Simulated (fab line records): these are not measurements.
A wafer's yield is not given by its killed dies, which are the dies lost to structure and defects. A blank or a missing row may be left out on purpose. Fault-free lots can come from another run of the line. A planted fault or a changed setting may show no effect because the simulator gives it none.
Chamber matching	flow nandHarc	4 sister chambers for NHARC_A_CHANNEL_FILL_D2_ALD_02 on aldHk-02
The step deposits SiO2, target thk 6 nm, pulse time 10 s, ald cycles 60. 4 wafers are shown with their chamber, then 12 later ones without.

== WAFERS WITH THEIR CHAMBER ==
wafer	chamber	heaterPowerW (W)
L085.2	0	410
L086.1	1	423
L086.2	2	414
L086.6	3	434

== WAFERS WITH NO CHAMBER GIVEN ==
wafer	heaterPowerW (W)
L090.2	431
L090.5	437
L090.6	401
L091.2	445
L091.4	408
L091.5	432
L093.2	418
L093.4	431
L093.6	410
L097.1	448
L097.2	426
L097.3	410

== WHICH CHAMBER EACH ONE RAN IN ==
wafer	from the rows above	in truth
L090.2	can't be placed: 3 or 1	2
L090.5	can't be placed: 3 or 1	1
L090.6	can't be placed: 0 or 2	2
L091.2	can't be placed: 3 or 1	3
L091.4	can't be placed: 0 or 2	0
L091.5	can't be placed: 3 or 1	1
L093.2	can't be placed: 2 or 1 or 0 or 3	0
L093.4	can't be placed: 3 or 1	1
L093.6	can't be placed: 0 or 2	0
L097.1	can't be placed: 3 or 1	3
L097.2	can't be placed: 1 or 3 or 2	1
L097.3	can't be placed: 0 or 2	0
Correct placement for 0 of the 12. These rows do not allow placing 12 (true chamber among the candidates in 11). Number placed wrongly: 0.
How it was worked out, from the rows above alone: a wafer's distance from a chamber is the root of the sum, over the readings, of the square of ((its reading less the chamber's mean) divided by the reading's scatter). If the next closest chamber is less than 2 further off than the closest, the wafer can't be placed; otherwise it belongs to the closest. Each chamber's mean is taken over the wafers shown for it. The scatter (one wafer shown for each chamber): square how far every hidden wafer sits from the nearest shown wafer, average those squares and take the square root.
